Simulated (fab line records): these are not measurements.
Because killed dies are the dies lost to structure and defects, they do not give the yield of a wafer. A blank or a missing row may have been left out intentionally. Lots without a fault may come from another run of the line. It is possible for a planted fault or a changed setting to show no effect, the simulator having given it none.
fab line records	flow nandHarc
[record] lots = 13	wafers = 39	lastDay = 24
route steps=1159 shown A_SIN_REMOVE@808 A_WL_FILL@824 A_CONTACT@840 END@1159
lots that met no fault: taken from a fault-free run of the same line
startH: the number of hours between the record's first day and the start of the first shown wafer of the lot	waitH: hours from the lot's prior step to this one	" repeats the value in the row above	L1.1+2: a row that stands for several wafers	- value missing, or start not given	* or withheld: withheld	< > ~ a bound
route shown NAME@n: NAME is a module with steps in the file, n the number in the route of the first one	usual: mean and standard deviation over wafers with no fault	same: alike in all rows	chamber/n: place in a boat	sites: the reading at each site	_std_site: the standard deviation of these	_edge_site: mean of outer sites minus mean of inner sites	radiusMm: how far each site lies from the wafer's centre	mask NAME#n: copy n	behind: tool/chamber where the wafer was last shaped	hold: why the lot was held/for how many hours/how that ended	device: which transistor (n, p or np) failed to switch	end of line: the tests these same wafers got at the end of their route	a step with no rows: only its recipe	killed: count of dies lost to structure and defects at first sort (not the wafer's yield)	map: dies across one wafer; x = killed, . = not, _ = none there
set.NAME: the setting that was run; set.NAME@STEP: the one run at that earlier step	model.NAME: the simulator's own value behind a step, which no gauge read
route steps across a sampled set of lots; one table per step, one row per wafer
services: the hour from which a tool's chamber was out of use, counted from the record's first day as startH (under 0 if before that day), plus the number of hours and why
[[steps]]
[step NHARC_A_SIN_REMOVE_INSPECT_04]
[usual] rawDefectCount = 283/72
lot.wafer	tool	chamber	startH	waitH	rawDefectCount
L506.1	defectInspect-01	-	335.51	0.0	226
L506.5	"	-	"	"	221
L506.6	"	-	"	"	263
L508.1	defectInspect-02	-	335.51	0.0	193
L508.2	"	-	"	"	222
L508.4	"	-	"	"	349
L507.2	defectInspect-01	-	335.52	0.0	271
L507.3	"	-	"	"	281
L507.4	"	-	"	"	317
L511.2	defectInspect-02	-	348.25	0.0	321
L511.3	"	-	"	"	226
L511.6	"	-	"	"	273
L510.3	defectInspect-01	-	348.25	0.0	359
L510.5	"	-	"	"	354
L510.6	"	-	"	"	315
L512.1	defectInspect-01	-	358.44	0.0	197
L512.2	"	-	"	"	176
L512.6	"	-	"	"	240
L518.3	defectInspect-02	-	412.46	0.0	174
L518.4	"	-	"	"	179
L518.5	"	-	"	"	185
L521.2	defectInspect-02	-	418.29	0.0	289
L521.3	"	-	"	"	250
L521.6	"	-	"	"	250
L522.1	defectInspect-01	-	428.44	0.0	276
L522.3	"	-	"	"	358
L522.5	"	-	"	"	356
L526.1	defectInspect-02	-	434.73	0.0	322
L526.4	"	-	"	"	236
L526.6	"	-	"	"	266
L524.1	defectInspect-02	-	450.00	0.0	375
L524.2	"	-	"	"	298
L524.4	"	-	"	"	316
L528.3	defectInspect-01	-	476.70	0.0	243
L528.4	"	-	"	"	257
L528.6	"	-	"	"	290
L529.2	defectInspect-02	-	476.71	0.0	348
L529.3	"	-	"	"	365
L529.5	"	-	"	"	341
[step NHARC_A_WL_FILL_STRIP_29]
[recipe] timeS = 20	o2FlowSccm = 500	arFlowSccm = 0	biasW = 0	chemistry = O2
[usual] drypumpMotorCurrentA = 5.6/0.58	oesProductAu = 0.999/0.014	rfVppV = 57.8/0.82	showerheadPlenumPTorr = 3.55/0.12	throttleValvePct = 17.038/0.0093
lot.wafer	tool	chamber	startH	waitH	drypumpMotorCurrentA	oesProductAu	rfHoursCounterH	rfVppV	showerheadPlenumPTorr	throttleValvePct
L507.4	rieDiel-12	2	351.30	0.1	4.9	0.994	8.7	58.2	3.75	17.030
L507.3	"	3	"	"	5.4	1.026	9.2	57.3	3.45	17.049
L507.2	"	1	"	"	5.6	1.022	6.4	58.3	3.54	17.029
L508.4	rieDiel-09	3	351.37	0.1	5.2	1.024	3.7	57.9	3.45	17.044
L508.1	"	0	"	"	6.5	0.991	3.4	58.0	3.51	17.037
L508.2	"	2	"	"	5.5	1.006	3.6	57.3	3.78	17.039
L506.1	rieDiel-10	3	351.59	0.1	5.1	0.983	4.4	59.3	3.68	17.044
L506.6	"	2	"	"	4.8	0.980	-	57.6	3.61	17.048
L506.5	"	3	"	"	5.2	0.986	-	58.7	3.68	17.033
L511.2	rieDiel-12	2	369.01	0.1	4.9	1.000	9.8	57.7	3.75	17.043
L511.3	"	1	"	"	5.5	1.018	7.5	58.0	3.54	17.020
L511.6	"	2	"	"	4.9	0.993	-	58.0	3.75	17.046
L510.3	rieDiel-10	3	369.05	0.1	5.1	0.979	0.1	57.8	3.69	17.045
L510.6	"	1	"	"	5.3	0.985	-	57.1	3.52	17.020
L510.5	"	2	"	"	4.8	0.983	-	58.5	3.61	17.034
L512.2	rieDiel-10	0	381.42	0.1	6.6	1.003	0.4	58.5	3.38	17.035
L512.1	"	1	"	"	5.3	0.996	0.4	57.6	3.52	17.049
L512.6	"	0	"	"	6.5	1.014	-	58.6	3.38	17.039
L518.4	rieDiel-09	2	428.86	0.1	5.5	1.000	6.3	57.9	3.78	17.048
L518.3	"	0	"	"	6.5	1.002	5.9	56.7	3.51	17.032
L518.5	"	2	"	"	5.5	0.996	-	58.9	3.78	17.024
L521.2	rieDiel-10	1	436.80	0.1	5.3	1.004	1.9	57.2	3.51	17.035
L521.3	"	2	"	"	4.8	0.982	1.7	57.9	3.61	17.045
L521.6	"	1	"	"	5.3	0.998	-	58.4	3.51	17.041
L522.1	rieDiel-10	3	447.08	0.1	5.2	0.968	1.8	58.5	3.68	17.048
L522.3	"	0	"	"	6.6	1.000	2.1	56.8	3.38	17.038
L522.5	"	2	"	"	4.8	0.993	-	57.9	3.61	17.032
L526.1	rieDiel-10	3	453.61	0.1	5.2	0.979	2.0	59.4	3.68	17.052
L526.4	"	1	"	"	5.3	0.994	2.2	58.0	3.51	17.021
L526.6	"	2	"	"	4.8	0.996	-	56.9	3.61	17.045
L524.4	rieDiel-09	3	467.97	0.1	5.2	1.019	0.8	57.7	3.45	17.026
L524.2	"	0	"	"	6.5	0.990	0.7	57.0	3.50	17.035
L524.1	"	1	"	"	6.3	0.978	0.8	57.4	3.58	17.045
L528.3	rieDiel-09	0	492.07	0.1	6.5	0.999	1.4	57.8	3.51	17.046
L528.4	"	1	"	"	6.3	0.978	1.5	58.3	3.58	17.041
L528.6	"	2	"	"	5.5	1.005	-	58.8	3.78	17.035
L529.2	rieDiel-10	1	492.07	0.1	5.3	0.998	3.2	56.1	3.51	17.023
L529.3	"	3	"	"	5.1	0.967	2.9	58.0	3.68	17.034
L529.5	"	0	"	"	6.6	0.995	-	57.9	3.38	17.051
[step NHARC_A_WL_FILL_INSPECT_15]
[usual] rawDefectCount = 364/110
lot.wafer	tool	chamber	startH	waitH	rawDefectCount
L506.1	defectInspect-01	-	365.58	0.0	393
L506.5	"	-	"	"	486
L506.6	"	-	"	"	316
L507.2	defectInspect-02	-	366.10	0.0	418
L507.3	"	-	"	"	574
L507.4	"	-	"	"	380
L508.1	defectInspect-01	-	369.97	0.0	365
L508.2	"	-	"	"	300
L508.4	"	-	"	"	374
L511.2	defectInspect-02	-	380.75	0.0	368
L511.3	"	-	"	"	426
L511.6	"	-	"	"	273
L510.3	defectInspect-01	-	383.25	0.0	760
L510.5	"	-	"	"	310
L510.6	"	-	"	"	362
L512.1	defectInspect-02	-	394.54	0.0	244
L512.2	"	-	"	"	320
L512.6	"	-	"	"	288
L518.3	defectInspect-01	-	442.23	0.0	183
L518.4	"	-	"	"	336
L518.5	"	-	"	"	311
L521.2	defectInspect-01	-	448.14	0.0	292
L521.3	"	-	"	"	300
L521.6	"	-	"	"	251
L522.1	defectInspect-01	-	458.29	0.0	324
L522.3	"	-	"	"	285
L522.5	"	-	"	"	282
L526.1	defectInspect-02	-	464.82	0.1	522
L526.4	"	-	"	"	456
L526.6	"	-	"	"	581
L524.1	defectInspect-01	-	479.03	0.0	372
L524.2	"	-	"	"	300
L524.4	"	-	"	"	515
L529.2	defectInspect-02	-	504.08	0.0	465
L529.3	"	-	"	"	346
L529.5	"	-	"	"	250
L528.3	defectInspect-02	-	505.04	0.0	574
L528.4	"	-	"	"	650
L528.6	"	-	"	"	614
[step NHARC_A_CONTACT_DEP_24]
[recipe] targetThkA = 5000	tempC = 400	pressureTorr = 6.5	rfW = 900	teosFlowSccm = 161.4	flowSccm = 2650	targetThkNm = 500	gas = O2	material = SiO2
[usual] heaterPowerW = 541/94	rfFwdPowerW = 898.8/2.9	showerheadVppV = 1863/120	throttleValvePct = 15.6/0.82
lot.wafer	tool	chamber	startH	waitH	heaterPowerW	rfFwdPowerW	showerheadVppV	throttleValvePct
L506.1	pecvd-01	1	365.71	0.1	689	904.6	2035	15.9
L506.6	"	1	"	"	725	904.1	2027	15.7
L506.5	"	2	"	"	594	895.2	1820	17.1
L507.2	pecvd-01	0	366.17	0.1	575	898.7	1825	16.8
L507.3	"	1	"	"	703	903.6	2020	16.0
L507.4	"	2	"	"	498	905.1	1800	17.2
L508.2	pecvd-04	1	370.04	0.1	619	901.4	1984	15.4
L508.1	"	0	"	"	514	900.4	1855	17.0
L508.4	"	1	"	"	634	899.2	1971	15.3
L511.2	pecvd-02	2	380.82	0.1	559	893.3	1770	15.2
L511.3	"	1	"	"	355	893.4	1867	14.6
L511.6	"	1	"	"	397	893.4	1857	14.4
L510.3	pecvd-02	0	383.43	0.2	477	897.6	1724	14.9
L510.6	"	0	"	"	504	895.9	1679	15.0
L510.5	"	1	"	"	342	898.0	1884	14.5
L512.1	pecvd-02	1	394.61	0.1	460	897.8	1883	14.3
L512.2	"	2	"	"	629	900.9	1715	15.1
L512.6	"	0	"	"	422	902.3	1720	14.9
L518.3	pecvd-04	1	442.36	0.1	506	1255.4	2334	15.6
L518.4	"	1	"	"	528	1256.3	2318	15.5
L518.5	"	2	"	"	533	899.0	2085	16.0
L521.3	pecvd-04	2	448.21	0.1	588	898.9	2083	15.8
L521.2	"	1	"	"	457	1261.2	2313	15.6
L521.6	"	1	"	"	494	1260.6	2356	15.2
L522.1	pecvd-02	1	458.36	0.1	430	899.9	1879	14.6
L522.3	"	0	"	"	488	900.6	1735	15.1
L522.5	"	0	"	"	365	904.6	1701	15.0
L526.1	pecvd-02	2	464.89	0.1	655	899.5	1739	15.2
L526.4	"	1	"	"	459	897.4	1861	14.4
L526.6	"	1	"	"	343	896.3	1874	14.9
L524.1	pecvd-02	2	479.10	0.1	551	897.6	1720	15.3
L524.2	"	1	"	"	377	897.3	1844	14.7
L524.4	"	0	"	"	364	897.3	1710	15.1
L529.3	pecvd-02	1	504.15	0.1	444	900.3	1844	14.8
L529.2	"	2	"	"	644	894.6	1698	15.3
L529.5	"	2	"	"	670	895.9	1736	15.2
L528.3	pecvd-02	0	505.23	0.2	410	897.7	1708	15.1
L528.4	"	1	"	"	469	899.0	1867	14.6
L528.6	"	0	"	"	451	902.3	1704	15.5
[step NHARC_END_SORT_01]
[recipe] tempC = 25
[usual] killedAtArray = 24/8.4	killedAtOther = 0.7/1.1	killedAtPeriphery = 2.9/1.7	killedDies = 27/8.6	killedOpen = 3.3/1.8	killedShort = 1.8/1.4
[same] grossDies = 677
lot.wafer	tool	chamber	startH	waitH	killedAtArray	killedAtOther	killedAtPeriphery	killedDies	killedOpen	killedShort
L511.2	prober-02	0	451.13	2.8	16	0	5	21	1	3
L511.3	prober-02	0	451.94	3.1	9	0	5	14	3	2
L511.6	prober-02	0	454.35	4.0	13	0	3	16	1	3
L508.1	prober-01	0	463.16	2.5	13	1	1	15	1	3
L508.2	prober-01	0	463.96	2.8	17	0	1	18	6	2
L508.4	prober-01	0	465.57	3.4	16	0	3	19	5	3
L510.3	prober-02	0	467.44	3.1	30	1	4	35	1	2
L510.5	prober-02	0	469.02	3.6	18	1	4	23	2	2
L510.6	prober-02	0	469.80	3.9	19	0	5	24	6	0
L512.1	prober-02	0	473.61	2.5	22	0	3	25	1	3
L512.2	prober-02	0	474.41	2.8	32	0	3	35	4	1
L512.6	prober-02	0	477.62	4.0	23	1	4	28	2	2
L518.3	prober-01	0	525.04	3.1	11	4	4	19	5	1
L518.4	prober-01	0	525.85	3.4	13	4	1	18	2	1
L518.5	prober-01	0	526.66	3.7	12	2	1	15	2	1
L526.1	prober-02	0	549.33	2.5	31	1	4	36	4	2
L526.4	prober-02	0	551.75	3.4	36	0	4	40	2	3
L526.6	prober-02	0	553.35	4.0	39	0	5	44	7	4
// killed by level:class
L511.2 A_STAIRCASE:chamberFilmFlake=6 P_ZERO_WELL:chamberFilmFlake=3 A_CHANNEL_HOLE_D1:chamberFilmFlake=3 A_CONTACT:chamberFilmFlake=3 P_M0:geometricParticle:open=1 P_M0:geometricParticle:short=1 A_CHANNEL_FILL_D1:geometricParticle:short=1 A_WL_FILL:geometricParticle:short=1
L511.3 A_STAIRCASE:chamberFilmFlake=3 P_ZERO_WELL:chamberFilmFlake=2 A_CONTACT:chamberFilmFlake=2 P_CONTACT:geometricParticle:open=1 P_M0:geometricParticle:open=1 A_CHANNEL_HOLE_D1:geometricParticle:short=1 A_WL_FILL:geometricParticle:short=1 A_CONTACT:geometricParticle:open=1
L511.6 A_STAIRCASE:chamberFilmFlake=6 A_CHANNEL_FILL_D1:geometricParticle:short=3 P_STI:chamberFilmFlake=2 A_ZERO_WELL:chamberFilmFlake=2 A_CHANNEL_FILL_D1:geometricParticle:open=1 P_ZERO_WELL:chamberFilmFlake=1 A_CHANNEL_HOLE_D1:chamberFilmFlake=1
L508.1 A_SGD_CUT:chamberFilmFlake=4 A_M0:geometricParticle:short=2 A_M0:chamberFilmFlake=2 A_CHANNEL_FILL_D1:geometricParticle:open=1 A_BLC:geometricParticle:short=1 P_ZERO_WELL:chamberFilmFlake=1 A_CHANNEL_FILL_D1:chamberFilmFlake=1 A_STAIRCASE:chamberFilmFlake=1
L508.2 A_SGD_CUT:chamberFilmFlake=4 A_CONTACT:geometricParticle:open=3 A_CONTACT:chamberFilmFlake=3 A_BLC:geometricParticle:short=2 P_GATE:geometricParticle:open=1 A_WL_FILL:geometricParticle:open=1 A_M0:geometricParticle:open=1 A_CHANNEL_FILL_D1:chamberFilmFlake=1
L508.4 A_CONTACT:chamberFilmFlake=4 A_STAIRCASE:chamberFilmFlake=3 A_BLC:geometricParticle:open=2 P_STI:geometricParticle:open=1 P_M1:geometricParticle:short=1 P_M1:geometricParticle:open=1 A_CHANNEL_FILL_D1:geometricParticle:short=1 A_CHANNEL_FILL_D1:geometricParticle:open=1
L510.3 A_CHANNEL_HOLE_D1:chamberFilmFlake=18 A_CONTACT:chamberFilmFlake=6 P_GATE:chamberFilmFlake=2 A_WL_FILL:chamberFilmFlake=2 P_CONTACT:geometricParticle:short=1 A_ONON_D1:geometricParticle:open=1 STARTING-WAFER:geometricParticle:short=1 P_M0:chamberFilmFlake=1
L510.5 A_CHANNEL_HOLE_D1:chamberFilmFlake=11 P_GATE:chamberFilmFlake=2 A_CONTACT:chamberFilmFlake=2 P_GATE:geometricParticle:open=1 A_M0:geometricParticle:open=1 A_M0:geometricParticle:short=1 P_M0:chamberFilmFlake=1 STARTING-WAFER:geometricParticle:short=1
L510.6 A_CHANNEL_HOLE_D1:chamberFilmFlake=7 A_CONTACT:chamberFilmFlake=4 P_M0:geometricParticle:open=2 A_CONTACT:geometricParticle:open=2 P_STI:chamberFilmFlake=2 A_STAIRCASE:chamberFilmFlake=2 A_WL_FILL:chamberFilmFlake=2 A_SGD_CUT:geometricParticle:open=1
L512.1 A_CHANNEL_HOLE_D1:chamberFilmFlake=16 A_CONTACT:chamberFilmFlake=2 P_M0:geometricParticle:short=1 P_M1:geometricParticle:short=1 A_WL_FILL:geometricParticle:open=1 A_WL_FILL:geometricParticle:short=1 P_GATE:chamberFilmFlake=1 A_STAIRCASE:chamberFilmFlake=1
L512.2 A_CHANNEL_HOLE_D1:chamberFilmFlake=23 A_CONTACT:chamberFilmFlake=4 P_M0:geometricParticle:open=2 A_CONTACT:geometricParticle:open=2 A_STAIRCASE:chamberFilmFlake=2 A_CONTACT:geometricParticle:short=1 P_ZERO_WELL:chamberFilmFlake=1
L512.6 A_CHANNEL_HOLE_D1:chamberFilmFlake=13 A_CONTACT:chamberFilmFlake=4 A_WL_FILL:geometricParticle:short=2 P_ZERO_WELL:chamberFilmFlake=2 A_ZERO_WELL:chamberFilmFlake=2 P_M2:geometricParticle:open=1 A_ONON_D1:geometricParticle:open=1 P_STI:chamberFilmFlake=1
L518.3 THIN_TSV:chamberFilmFlake=4 P_CONTACT:geometricParticle:open=2 P_GATE:chamberFilmFlake=2 A_STAIRCASE:chamberFilmFlake=2 A_SLIT:chamberFilmFlake=2 A_CONTACT:chamberFilmFlake=2 A_ONON_D1:geometricParticle:open=1 A_WL_FILL:geometricParticle:short=1
L518.4 A_CHANNEL_HOLE_D1:chamberFilmFlake=4 A_CONTACT:chamberFilmFlake=4 THIN_TSV:chamberFilmFlake=4 A_CHANNEL_FILL_D1:geometricParticle:open=2 A_STAIRCASE:chamberFilmFlake=2 A_ONON_D1:geometricParticle:short=1 P_GATE:chamberFilmFlake=1
L518.5 A_CONTACT:chamberFilmFlake=4 A_STAIRCASE:chamberFilmFlake=3 A_CHANNEL_HOLE_D1:chamberFilmFlake=2 A_ONON_D1:geometricParticle:open=1 A_SGD_CUT:geometricParticle:short=1 P_STI:chamberFilmFlake=1 STARTING-WAFER:geometricParticle:open=1 A_BLC:chamberFilmFlake=1
L526.1 A_CHANNEL_HOLE_D1:chamberFilmFlake=21 A_CONTACT:chamberFilmFlake=5 A_CONTACT:geometricParticle:open=2 P_CONTACT:geometricParticle:open=1 P_CONTACT:geometricParticle:short=1 A_CONTACT:geometricParticle:short=1 THIN_TSV:geometricParticle:open=1 P_STI:chamberFilmFlake=1
L526.4 A_CHANNEL_HOLE_D1:chamberFilmFlake=24 A_CONTACT:chamberFilmFlake=5 A_ZERO_WELL:chamberFilmFlake=3 P_STI:chamberFilmFlake=2 P_CONTACT:geometricParticle:short=1 P_CONTACT:geometricParticle:open=1 A_ONON_D1:geometricParticle:short=1 A_BLC:geometricParticle:short=1
L526.6 A_CHANNEL_HOLE_D1:chamberFilmFlake=23 A_CONTACT:chamberFilmFlake=4 A_CONTACT:geometricParticle:open=3 P_M0:geometricParticle:open=2 P_M2:geometricParticle:short=1 A_CHANNEL_HOLE_D1:geometricParticle:short=1 A_CHANNEL_HOLE_D1:geometricParticle:open=1 A_CHANNEL_FILL_D1:geometricParticle:short=1
[[services]]
tool	chamber	startH	hours	kind
pecvd-04	-	328.09	0.9	repair
pecvd-02	-	334.00	13.0	pm
pecvd-02	0	334.00	13.0	ventCycle
pecvd-02	1	334.00	13.0	ventCycle
pecvd-02	2	334.00	13.0	ventCycle
pecvd-04	-	335.24	0.7	repair
rieDiel-09	0	343.43	5.8	repair
pecvd-02	0	347.00	-	clean
pecvd-02	1	347.00	-	clean
pecvd-02	2	347.00	-	clean
rieDiel-10	-	353.50	9.0	pm
rieDiel-09	0	359.45	3.6	repair
rieDiel-09	2	366.44	5.9	repair
rieDiel-10	2	369.64	4.8	repair
pecvd-04	-	376.32	13.0	pm
rieDiel-12	-	377.41	0.3	repair
rieDiel-12	-	379.40	9.0	pm
pecvd-01	-	392.67	6.3	repair
pecvd-02	2	403.67	6.9	repair
pecvd-02	2	411.58	6.3	repair
pecvd-01	-	418.00	13.0	pm
rieDiel-12	2	418.88	7.6	repair
rieDiel-09	-	431.17	9.0	pm
rieDiel-12	-	499.11	0.5	repair
[[key]]
[firstSign] step = NHARC_A_CONTACT_DEP_24	reading = rfFwdPowerW	direction = up	sigmas = 99+	usual = *	struck = *
[effect] step = NHARC_A_CONTACT_DEP_24	reading = showerheadVppV	direction = up	sigmas = 3.8	usual = 1863	struck = 2330
metAt NHARC_A_CONTACT_DEP_24
struckLots L518,L521
struckWafers L518.3,L518.4,L521.2,L521.6
testerLeftOut L518,L521
notActingAt NHARC_A_SIN_REMOVE_INSPECT_04,NHARC_A_WL_FILL_STRIP_29,NHARC_A_WL_FILL_INSPECT_15
onsetBetween 370.04 442.36
[fault] kind = processParameterDrift	tool = pecvd-04	chamber = 1	onsetH = 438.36	steps = NHARC_A_CONTACT_DEP_24	channel = rfW	offset = *	shape = step	endH = 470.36	actsIn = *	stated = *
// testerLeftOut: of these lots the tester's yield and bins aren't shown, on N5 and GAA mostly nor the transistor test; their killed dies are dies lost to structure and defects alone, not to doping, threshold or leakage, so they don't give the yield
